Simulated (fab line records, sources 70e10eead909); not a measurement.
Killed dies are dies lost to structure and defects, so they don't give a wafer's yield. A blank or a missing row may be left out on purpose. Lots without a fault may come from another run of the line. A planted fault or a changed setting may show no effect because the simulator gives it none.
Chamber matching | flow nand_harc | NHARC_P_BONDPAD_ETCH_37 on rie_diel-12: 4 sister chambers
The step etches the open film in N2/H2, target depth 60 nm, overetch 18 nm, time 65.91 s. 14 wafers are shown with their chamber, then 7 later ones without.

WAFERS WITH THEIR CHAMBER
wafer  | chamber | drypump_motor_current_A (A) | showerhead_plenum_p_Torr (Torr) | rf_vpp_V (V)
L374.1 | 3       | 4.9                         | 2.04                            | 431.4
L374.2 | 0       | 5.7                         | 2.11                            | 433.7
L374.6 | 1       | 5.6                         | 2.15                            | 433.2
L377.1 | 3       | 4.8                         | 2.04                            | 430.0
L377.3 | 2       | 6.1                         | 1.96                            | 428.0
L377.6 | 0       | 5.7                         | 2.11                            | 432.4
L376.2 | 3       | 4.8                         | 2.04                            | 428.4
L376.3 | 1       | 5.6                         | 2.14                            | 432.4
L376.4 | 2       | 6.1                         | 1.96                            | 429.7
L387.1 | 2       | 6.1                         | 1.96                            | 428.0
L387.4 | 0       | 5.7                         | 2.11                            | 430.5
L387.5 | 3       | 4.8                         | 2.03                            | 432.6
L388.1 | 3       | 4.8                         | 2.03                            | 429.1
L388.3 | 0       | 5.7                         | 2.11                            | 431.9

SIGNATURES (means of the wafers above)
reading                  | chamber 0 | chamber 1 | chamber 2 | chamber 3 | scatter within a chamber
drypump_motor_current_A  | 5.700     | 5.600     | 6.100     | 4.820     | 0.0283
showerhead_plenum_p_Torr | 2.1100    | 2.1450    | 1.9600    | 2.0360    | 0.00412
rf_vpp_V                 | 432.125   | 432.800   | 428.567   | 430.300   | 1.38
Rule: a wafer's distance from a chamber is the root of the sum, over the readings, of the square of ((its reading less the chamber's mean) divided by the reading's scatter). The wafer belongs to the nearest chamber; if the next one is less than 2 further off, it can't be placed. The scatter: the root of (the sum of the squares of (reading less its chamber's mean) over the shown wafers, divided by (wafers less chambers)).

WAFERS WITHOUT THEIR CHAMBER
wafer  | drypump_motor_current_A (A) | showerhead_plenum_p_Torr (Torr) | rf_vpp_V (V)
L388.5 | 5.7                         | 2.11                            | 432.5
L389.4 | 5.6                         | 2.14                            | 432.4
L389.5 | 5.6                         | 2.14                            | 431.8
L389.6 | 6.1                         | 1.96                            | 427.8
L393.1 | 6.1                         | 1.96                            | 428.1
L393.2 | 5.7                         | 2.11                            | 432.7
L393.3 | 5.6                         | 2.14                            | 433.7

WHICH CHAMBER EACH WENT THROUGH
wafer  | from the rows above | in truth
L388.5 | 0                   | 0
L389.4 | 1                   | 1
L389.5 | 1                   | 1
L389.6 | 2                   | 2
L393.1 | 2                   | 2
L393.2 | 0                   | 0
L393.3 | 1                   | 1
Placed correctly: 7 of 7. Can't be placed from these rows: 0. Placed wrongly: 0.
